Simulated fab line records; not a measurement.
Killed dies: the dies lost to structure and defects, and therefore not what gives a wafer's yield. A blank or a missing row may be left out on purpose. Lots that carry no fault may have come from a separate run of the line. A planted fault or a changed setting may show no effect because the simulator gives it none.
Split-lot experiment ; flow n5_finfet ; on a route of 1938 steps: 7 lots, 39 wafers read

## ON THE SPLIT
At N5_SD_EPI_N_EPI_21 (deposits Si:P, time 690 s), the setting time_s was moved away from the recipe's 690 s on 18 of the 39 wafers read, by -43.6% to +48.8%. This setting was run at the recipe's value on the other wafers.

The reading comes from the split's own step.

## THE READING
Si-P_of_SD_EPI_N_EPI_21.thk_nm (the simulator's own value, which no gauge read), in nm, at N5_SD_EPI_N_EPI_21 (deposits Si:P, time 690 s). The file does not state a usual value for it. Across the 21 wafers here that went through the recipe, the average is 58.9 nm and the standard deviation 0.59 nm.

wafer;tool, chamber at the split;time_s as run, s;against the recipe;Si-P_of_SD_EPI_N_EPI_21.thk_nm, nm;against lot-mates on the recipe
L076.1;epi_rpcvd-03, 0;690;recipe;58.4;-
L076.3;epi_rpcvd-03, 0;690;recipe;59;-
L076.4;epi_rpcvd-03, 0;690;recipe;59.2;-
L080.1;epi_rpcvd-01, 0;690;recipe;59.8;-
L080.2;epi_rpcvd-01, 0;690;recipe;59.6;-
L080.3;epi_rpcvd-01, 0;690;recipe;58.8;-
L080.4;epi_rpcvd-01, 0;389.5;-43.6%;36.2;-23.2
L080.5;epi_rpcvd-01, 0;389.5;-43.6%;36.2;-23.2
L080.6;epi_rpcvd-01, 0;389.5;-43.6%;36.4;-23.0
L082.1;epi_rpcvd-02, 0;929.5;+34.7%;72;+13.9
L082.2;epi_rpcvd-02, 0;690;recipe;58.2;-
L082.5;epi_rpcvd-02, 0;690;recipe;58.2;-
L082.3;epi_rpcvd-02, 0;929.5;+34.7%;71.8;+13.7
L082.4;epi_rpcvd-02, 0;690;recipe;57.8;-
L082.6;epi_rpcvd-02, 0;929.5;+34.7%;73;+14.9
L083.1;epi_rpcvd-01, 0;989.4;+43.4%;75.8;+17.5
L083.2;epi_rpcvd-01, 0;690;recipe;57.6;-
L083.3;epi_rpcvd-01, 0;690;recipe;58.6;-
L083.4;epi_rpcvd-01, 0;989.4;+43.4%;76.6;+18.3
L083.5;epi_rpcvd-01, 0;989.4;+43.4%;75.6;+17.3
L083.6;epi_rpcvd-01, 0;690;recipe;58.8;-
L087.1;epi_rpcvd-02, 0;829.3;+20.2%;67.6;+8.1
L087.4;epi_rpcvd-02, 0;829.3;+20.2%;67.6;+8.1
L087.2;epi_rpcvd-02, 0;690;recipe;59.6;-
L087.5;epi_rpcvd-02, 0;690;recipe;59.6;-
L087.3;epi_rpcvd-02, 0;690;recipe;59.4;-
L087.6;epi_rpcvd-02, 0;829.3;+20.2%;68.2;+8.7
L090.1;epi_rpcvd-01, 0;1027;+48.8%;78.6;+19.7
L090.2;epi_rpcvd-01, 0;1027;+48.8%;78.6;+19.7
L090.3;epi_rpcvd-01, 0;690;recipe;59.2;-
L090.4;epi_rpcvd-01, 0;690;recipe;59;-
L090.5;epi_rpcvd-01, 0;690;recipe;58.6;-
L090.6;epi_rpcvd-01, 0;1027;+48.8%;78.2;+19.3
L092.1;epi_rpcvd-02, 0;939.2;+36.1%;73.4;+14.5
L092.2;epi_rpcvd-02, 0;690;recipe;58.6;-
L092.3;epi_rpcvd-02, 0;690;recipe;59;-
L092.4;epi_rpcvd-02, 0;939.2;+36.1%;73.8;+14.9
L092.5;epi_rpcvd-02, 0;939.2;+36.1%;73.8;+14.9
L092.6;epi_rpcvd-02, 0;690;recipe;59.2;-

THE FIT
A straight line over all 39 wafers: Si-P_of_SD_EPI_N_EPI_21.thk_nm changes by +0.437 nm for each +1% of time_s; r = +0.99; the points scatter about the line by 1.2 nm.
The same after taking each lot's own level away (the mean of its wafers on the recipe; 39 wafers): +0.444 nm for each +1%; r = +0.99; scatter 1.2 nm.
On that fit, the largest move of time_s shifts the reading by 22 nm.
The lots' own levels span 58.07 to 59.53 nm, that is 2.5 times the standard deviation above.
The two slopes agree, so the slope changes little with the lot-to-lot level.
Check: +21 nm against its lot-mates is what the line predicts for one of the wafers moved furthest among these (+48.8%) when that wafer is left out of the fit. It came out at +19.7 nm against them.

## OTHER SPLITS ON THESE WAFERS
Note: prior to the reading, these wafers also went through further splits. Each is held against what the fit with the lots' levels taken away leaves over:
other split on the same wafers;wafers away from the commonest value;r with Si-P_of_SD_EPI_N_EPI_21.thk_nm (lot level and that fit taken away)
N5_FIN_SAQP_SPACER1_ALD_24 ald_cycles;15;-0.17

## THE WHOLE CHAIN: every reading that the file lists as answering this split, in the file's order
step;what it does;reading;change (the file's fit);r (the file's)
N5_SD_EPI_N_EPI_21;deposits Si:P, time 690 s;Si-P_of_SD_EPI_N_EPI_21.thk_nm (the simulator's own value, which no gauge read);+0.432 nm for each +1% of the setting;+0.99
N5_SD_EPI_N_EPI_MEAS_23;;thk_nm;withheld for each +1% of the setting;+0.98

## FILE'S OWN FIT
Si-P_of_SD_EPI_N_EPI_21.thk_nm changes by +0.432 nm for each +1% of time_s, r = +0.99.
